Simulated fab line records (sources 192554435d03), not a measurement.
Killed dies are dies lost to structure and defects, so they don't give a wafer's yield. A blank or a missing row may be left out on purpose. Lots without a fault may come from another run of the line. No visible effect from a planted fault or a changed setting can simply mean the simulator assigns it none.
Problem report in the 8D (eight disciplines) form, filled by code || flow n5-finfet || the parts of the form that need people (team, actions taken, sign-off) are left out

## 1. WHAT WENT WRONG
Mean of cd-nm at N5_BEOL_M2_CD_MEAS_11: 15.16 nm across 6 wafers in 2 lots; on wafers with no fault it is 16.80 nm (standard deviation 0.29). Measured from the usual mean, that is -5.7 standard deviations.
The step: target cd 16.79 nm.
Earliest sighting: wafer L438.3 on cd-sem-03 at day 12 01:34. The record holds 27 wafers of 9 lots with a number at this step. By rule, "out" or "out of limits" means more than 4 standard deviations away from the usual mean. The other wafers with a number count as sound.

## 2. WHAT IT IS AND WHAT IT IS NOT
{"question": "which readings at this step", "is": "cd-nm", "is not": "-"}
{"question": "which lots", "is": "L438, L441", "is not": "L424, L428, L430, L431, L437, L443, L445"}
{"question": "which wafers of those lots", "is": "all that have a number", "is not": "-"}
{"question": "read on which gauges", "is": "cd-sem-02, cd-sem-03", "is not": "cd-sem-01"}
{"question": "when", "is": "from day 12 01:34", "is not": "up to then (18 sound wafers); but 3 sound wafers of L443 came after"}

## 3. WHAT RULES OUT EACH SUSPECT
Counting: a tool at any process step up to the reading remains a suspect when it ran all the lots that are out and ran no sound lot after the first of those.
- the gauge at N5_BEOL_M2_CD_MEAS_11 has been ruled out. 2 gauges (cd-sem-02, cd-sem-03) read the wafers that are out.
- euv-scanner-01 at N5_BEOL_M2_EXPOSE_08 (exposes mask M2): kept. It ran every lot that is out, first L438 (day 12 01:27), and no sound lot after that; its last sound lot up to then is L445 (day 11 23:35). On those wafers its own readings are out: exposure-dose-mJ-cm2.
The count leaves euv-scanner-01 at N5_BEOL_M2_EXPOSE_08.

## 4. THE CAUSE (what the simulator had put in)
Drift in process parameters on euv-scanner-01 at N5_BEOL_M2_EXPOSE_08, starting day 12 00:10. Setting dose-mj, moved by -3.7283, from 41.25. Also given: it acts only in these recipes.
Counting left only this tool.

## 5. THE CHAIN OF EFFECTS, in route order
Each row: a reading where the mean over the struck wafers with a number is more than 3 standard deviations away from the usual. Readings are gone through only where the record gives a usual standard deviation; hours: the median, over the lots, of the time from a lot's start at the first step in this table giving one to that lot's start at this step; sigmas: the change measured in usual standard deviations.
{"hours": 0, "step": "N5_BEOL_M2_EXPOSE_08", "reading": "exposure-dose-mJ-cm2", "usual": 41.37, "on struck wafers": 38.25, "change": -3.12, "sigmas": -14}
{"hours": 0, "step": "N5_BEOL_M2_CD_MEAS_11", "reading": "cd-nm", "usual": "16.80 nm", "on struck wafers": 15.16, "change": -1.64, "sigmas": -5.7}
{"hours": 1, "step": "N5_BEOL_M2_CD_MEAS_18", "reading": "cd-nm", "usual": "18.0 nm", "on struck wafers": 16.4, "change": -1.6, "sigmas": -5.1}
{"hours": 181, "step": "N5_PASSIVATION_PROBE_49", "reading": "defect-limited-yield", "usual": "91.2 %", "on struck wafers": 0.0, "change": -91.2, "sigmas": -65}
{"hours": 181, "step": "N5_PASSIVATION_PROBE_49", "reading": "killed_at_M0_to_M3", "usual": 36, "on struck wafers": 1113, "change": "+1077", "sigmas": "+99 or more"}
{"hours": 181, "step": "N5_PASSIVATION_PROBE_49", "reading": "killed-dies", "usual": 104, "on struck wafers": 1180, "change": "+1076", "sigmas": "+63"}
{"hours": 181, "step": "N5_PASSIVATION_PROBE_49", "reading": "killed-on-rim", "usual": 14, "on struck wafers": 152, "change": "+138", "sigmas": "+36"}
{"hours": 181, "step": "N5_PASSIVATION_PROBE_49", "reading": "sort_bin_5_function", "usual": "5.2 %", "on struck wafers": 31.7, "change": "+26.5", "sigmas": "+27"}
{"hours": 181, "step": "N5_PASSIVATION_PROBE_49", "reading": "sort-n-pass", "usual": 1076, "on struck wafers": 0, "change": -1076, "sigmas": -63}
{"hours": 181, "step": "N5_PASSIVATION_PROBE_49", "reading": "sort-yield-pct", "usual": "91.2 %", "on struck wafers": 0.0, "change": -91.2, "sigmas": -65}
It contains these process steps:
- N5_BEOL_M2_EXPOSE_08: exposes mask M2.
- N5_PASSIVATION_PROBE_49

## 6. WHAT WOULD HAVE CAUGHT IT SOONER
In this record the first reading out of limits at a measuring or inspecting step was taken at day 12 01:34, 1 hour after the fault began at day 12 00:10.
At N5_BEOL_M2_EXPOSE_08, the tool's own readings (exposure-dose-mJ-cm2) were out on each struck wafer the step has a row for, so an alarm limit on them would have fired on the first such wafer.
Of the lots that are out (2), L441 began N5_BEOL_M2_EXPOSE_08 on euv-scanner-01 after day 12 01:34. A tool hold placed at that time would have kept it from harm.
